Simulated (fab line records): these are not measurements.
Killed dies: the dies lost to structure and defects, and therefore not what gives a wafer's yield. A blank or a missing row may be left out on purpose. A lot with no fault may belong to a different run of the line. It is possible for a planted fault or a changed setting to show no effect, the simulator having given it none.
Matching of chambers | flow nand_harc | cmp-04 running NHARC_P_M1_CMP_23: 4 sister chambers
The step polishes, t overpolish 20 s, target thk 157.82 nm. 4 wafers are shown with their chamber, then 8 later ones without.

== EACH WAFER AND ITS CHAMBER ==
wafer  | chamber | time_to_endpoint_s (s)
L085.1 | 1       | 22.5
L088.1 | 2       | 26.2
L088.3 | 3       | 26.5
L091.2 | 0       | 29.4

== WAFERS WITH NO CHAMBER GIVEN ==
wafer  | time_to_endpoint_s (s)
L091.4 | 23.3
L091.5 | 22.0
L092.2 | 28.1
L092.5 | 29.9
L092.6 | 28.3
L097.1 | 24.1
L097.2 | 29.1
L097.3 | 27.9

== EACH ONE'S CHAMBER ==
wafer  | from the rows above          | in truth
L091.4 | 1                            | 1
L091.5 | 1                            | 1
L092.2 | can't be placed: 0 or 3 or 2 | 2
L092.5 | 0                            | 0
L092.6 | can't be placed: 0 or 3 or 2 | 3
L097.1 | can't be placed: 1 or 2 or 3 | 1
L097.2 | 0                            | 0
L097.3 | can't be placed: 3 or 0 or 2 | 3
4 of 8 placed correctly. Unplaceable from these rows: 4, with the true chamber sitting among the candidates in 4. Wrongly placed: 0.
How it was worked out, from the rows above alone: a wafer's distance from a chamber is the root of the sum, over the readings, of the square of ((its reading less the chamber's mean) divided by the reading's scatter). The wafer belongs to the nearest chamber; if the next one is less than 2 further off, it can't be placed. A chamber's mean is the mean of its shown wafers. The scatter (one wafer shown for each chamber): square how far every hidden wafer sits from the nearest shown wafer, average those squares and take the square root.
